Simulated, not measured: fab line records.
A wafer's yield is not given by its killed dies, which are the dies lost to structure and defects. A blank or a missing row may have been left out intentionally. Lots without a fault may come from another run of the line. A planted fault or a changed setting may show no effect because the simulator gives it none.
Struck lot and sound lot, side by side -- flow n5Finfet -- 16 steps out of a route of 1938
Sound: these wafers, L226.2, L226.3, L226.5. Wafers L238.1, L238.2, L238.5 were the ones struck. Last of all comes the cause.
For every step that has rows: the tool of each side, followed by ch and its chambers, followed by its first start. Under that, the readings that differ: sound wafers -- struck wafers -- difference of the means -- sigmas: that difference in standard deviations of wafers without a fault.
alike: a reading whose means differ by less than 2 such deviations, as well as words and numbers matching on both sides. not compared: withheld readings; readings where some wafer has no value; bounds like >300 that might hide an equal value; numbers whose values overlap and for which the record gives no deviation.
The two part at a step that has a row with sigmas, a row that says differs or no value, or rows on one side only. Non-overlapping numbers with no deviation appear without sigmas and do not part them. Lack of a reading on every wafer of one side parts them only where that side has two or more wafers.

first, 11 steps without rows for these wafers: N5_GATE_CUT_DESCUM_18 (chemistry O2, time 7 s); N5_GATE_CUT_ETCH_28 (etches underlayer in N2/H2, target depth 13 nm, time 10.4 s); N5_GATE_CUT_ETCH_36 (etches SiARC in CF4, target depth 13 nm, time 21.7 s); N5_GATE_CUT_ETCH_37 (etches SOC in N2/H2, target depth 60 nm, overetch 12 nm, time 90 s); N5_GATE_CUT_STRIP_38 (strips in N2/H2); N5_GATE_CUT_STRIP_39 (strips in N2/H2); N5_GATE_CUT_HM_OPEN_40 (chemistry C4F6/O2, target SiO2, target depth 139 nm, time 85.1 s); N5_GATE_CUT_STRIP_41 (strips in CF4); N5_GATE_CUT_STRIP_42 (strips in O2); N5_GATE_CUT_ETCH_19 (etches SiNx in CH3F/O2, target depth 53.7 nm, time 76.7 s); N5_GATE_CUT_CUT_ETCH_53 (etches W in SF6/Cl2, target depth 79.2 nm).
N5_GATE_CUT_CUT_ETCH_54: etches TiN in Cl2/BCl3, target depth 96.7 nm.
  sound on rieMetal-01 ch 1, day 6 07:42; struck on rieMetal-01 ch 0,1, day 9 08:23
  no value came back on the struck wafers for any of 7 readings (bcl3FlowSccm (sccm), biasW (W) and others); on the sound wafers bcl3FlowSccm (sccm) reads 21.70 21.73 21.77
  not compared: rfHoursCounterH
N5_GATE_CUT_CUT_ETCH_55: etches HfO2 in BCl3, target depth 3.2 nm.
  sound on rieMetal-01 ch 1, day 6 07:49; struck on rieMetal-01 ch 0,1, day 9 08:26
reading,sound,struck,difference,sigmas
oesProductAu (a.u.),0.64 0.65 0.65,0.33 0.24 0.24,-0.38,-3
  alike: bcl3FlowSccm, biasW, drypumpMotorCurrentA, throttleValvePct
  not compared: rfHoursCounterH
then, 1 step without rows for these wafers: N5_GATE_CUT_ETCH_47 (etches SiO2 in Cl2/BCl3, target depth 10 nm).
N5_BEOL_M4_RC_MEAS_101:
  the record has rows for the sound wafers here (prober-01 ch 0, day 10 09:01) and none for the struck ones
-- a jump in the record: the struck wafers' starts before and after are 9 days apart (it breaks off in module BEOL_M4 and resumes in module PASSIVATION, where the first step shown is number 1936 of the route) --
N5_PASSIVATION_PROBE_49:
  the record has rows for the struck wafers here (prober-02, day 18 16:31) and none for the sound ones

WHERE THEY PART
At N5_GATE_CUT_CUT_ETCH_54 first; at N5_PASSIVATION_PROBE_49 last (within this record only).

WHY: what the simulator had put in
At N5_GATE_CUT_CUT_ETCH_54, the step was skipped entirely on rieMetal-01 from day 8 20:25 on. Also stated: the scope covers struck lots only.
